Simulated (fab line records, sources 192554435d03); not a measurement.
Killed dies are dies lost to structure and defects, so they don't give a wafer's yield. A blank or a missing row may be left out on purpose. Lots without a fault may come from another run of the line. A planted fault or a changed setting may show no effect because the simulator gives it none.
Chamber matching | flow n5_finfet | N5_BEOL_M8_ALD_77 on ald_metal-04: 4 sister chambers
The step deposits TaN, target thk 2 nm, pulse time 2 s, purge time 3 s. 14 wafers are shown with their chamber, then 7 later ones without.

WAFERS WITH THEIR CHAMBER
wafer  | chamber | heater_power_w (W) | susceptor_temp_C (C)
L075.2 | 0       | 413                | 274.92
L075.3 | 1       | 341                | 275.06
L075.5 | 0       | 406                | 275.03
L082.1 | 2       | 406                | 275.12
L082.5 | 1       | 340                | 274.79
L082.6 | 0       | 418                | 274.73
L080.1 | 1       | 339                | 274.95
L080.3 | 3       | 457                | 275.02
L080.4 | 2       | 392                | 274.81
L087.1 | 1       | 354                | 275.29
L087.4 | 2       | 396                | 274.80
L087.5 | 2       | 405                | 274.84
L091.1 | 3       | 460                | 275.02
L091.5 | 2       | 389                | 274.93

SIGNATURES (means of the wafers above)
reading          | chamber 0 | chamber 1 | chamber 2 | chamber 3 | scatter within a chamber
heater_power_w   | 412.33    | 343.50    | 397.60    | 458.50    | 6.78
susceptor_temp_C | 274.8933  | 275.0225  | 274.9000  | 275.0200  | 0.158
Rule: a wafer's distance from a chamber is the root of the sum, over the readings, of the square of ((its reading less the chamber's mean) divided by the reading's scatter). The wafer belongs to the nearest chamber; if the next one is less than 2 further off, it can't be placed. The scatter: the root of (the sum of the squares of (reading less its chamber's mean) over the shown wafers, divided by (wafers less chambers)).

WAFERS WITHOUT THEIR CHAMBER
wafer  | heater_power_w (W) | susceptor_temp_C (C)
L091.6 | 465                | 274.99
L094.2 | 414                | 275.29
L094.4 | 339                | 275.07
L094.6 | 469                | 275.31
L095.1 | 409                | 275.03
L095.4 | 420                | 274.75
L095.5 | 401                | 275.09

WHICH CHAMBER EACH WENT THROUGH
wafer  | from the rows above     | in truth
L091.6 | 3                       | 3
L094.2 | can't be placed: 0 or 2 | 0
L094.4 | 1                       | 1
L094.6 | 3                       | 3
L095.1 | can't be placed: 0 or 2 | 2
L095.4 | can't be placed: 0 or 2 | 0
L095.5 | can't be placed: 2 or 0 | 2
Placed correctly: 3 of 7. Can't be placed from these rows: 4 (the true chamber is among the candidates in 4). Placed wrongly: 0.
